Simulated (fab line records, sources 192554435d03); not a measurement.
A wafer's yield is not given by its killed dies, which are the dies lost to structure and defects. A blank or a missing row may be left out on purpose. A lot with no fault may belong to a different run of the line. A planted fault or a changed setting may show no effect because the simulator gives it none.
One fault seen from 3 desks    flow n5_finfet    each desk holds nothing but its own numbers, with what lay behind them at the end

METROLOGY DESK
What the gauges read for every lot (on any tool): the sampled wafers with a number, averaged. Any lot whose mean is over 4 standard deviations away from the usual mean is out of limits and marked OUT; that distance is given in the brackets.
Columns: A = trench_depth_nm at N5_BEOL_M7_OCD_MEAS_38, usual 93.2 nm
lot   first seen here  A
L254  day 10 10:11     92.0
L256  day 10 11:58     93.3
L255  day 10 12:07     92.0
L257  day 10 21:14     93.2
L259  day 11 00:56     93.2
L264  day 12 14:41     95.8
L267  day 13 15:54     94.0
L272  day 14 10:57     93.6
L274  day 14 18:03     92.4
L275  day 15 11:49     93.9
Finding of this desk: none of the 10 lots has anything out of limits.

AT THE TOOL OWNER'S DESK: rie_diel-03
The tool's own readings at N5_BEOL_M7_TRENCH_ETCH_37 (etches SiCOH lowk in C4F6/O2, target depth 93.478 nm, time 31.2 s): means of the sampled wafers that have a number, for each lot that ran on this tool. Any lot whose mean is over 4 standard deviations away from the usual mean is out of limits and marked OUT; that distance is given in the brackets.
Columns: A = drypump_motor_current_A at N5_BEOL_M7_TRENCH_ETCH_37, usual 6.0 A; B = oes_product_au at N5_BEOL_M7_TRENCH_ETCH_37, usual 0.79 a.u.; C = rf_vpp_V at N5_BEOL_M7_TRENCH_ETCH_37, usual 667 V; D = run_length_s at N5_BEOL_M7_TRENCH_ETCH_37, usual 54.6 s; E = showerhead_plenum_p_Torr at N5_BEOL_M7_TRENCH_ETCH_37, usual 2.81 Torr; F = throttle_valve_pct at N5_BEOL_M7_TRENCH_ETCH_37, usual 20.97 %
lot   first seen here  A    B     C    D     E     F
L254  day 10 10:02     6.1  0.74  665  54.2  2.69  21.01
L255  day 10 11:58     6.0  0.75  669  54.5  2.77  21.09
L264  day 12 14:32     6.1  0.72  668  55.2  2.72  21.10
L275  day 15 11:40     5.8  0.83  674  54.5  2.88  20.88
Finding of this desk: none of the 4 lots has anything out of limits.

THE DEFECT DESK
Lot by lot, what the route's inspections counted, given as the mean of those sampled wafers with a number. Any lot whose mean is over 4 standard deviations away from the usual mean is out of limits and marked OUT; that distance is given in the brackets.
Columns: A = raw_defect_count at N5_BEOL_M7_INSPECT_30, usual 423
lot   first seen here  A
L254  day 10 09:38     384
L256  day 10 11:23     412
L255  day 10 11:31     438
L257  day 10 20:35     470
L259  day 11 00:28     487
L264  day 12 14:14     632
L267  day 13 15:20     519
L272  day 14 10:13     350
L274  day 14 17:14     442
L275  day 15 11:16     567
Finding of this desk: none of the 10 lots has anything out of limits.

ALL TOGETHER
Nothing out of limits was seen by the metrology desk.
Nothing out of limits was seen by the tool owner's desk.
Nothing the defect desk looked at was out of limits.

WHAT THE SIMULATOR PUT IN
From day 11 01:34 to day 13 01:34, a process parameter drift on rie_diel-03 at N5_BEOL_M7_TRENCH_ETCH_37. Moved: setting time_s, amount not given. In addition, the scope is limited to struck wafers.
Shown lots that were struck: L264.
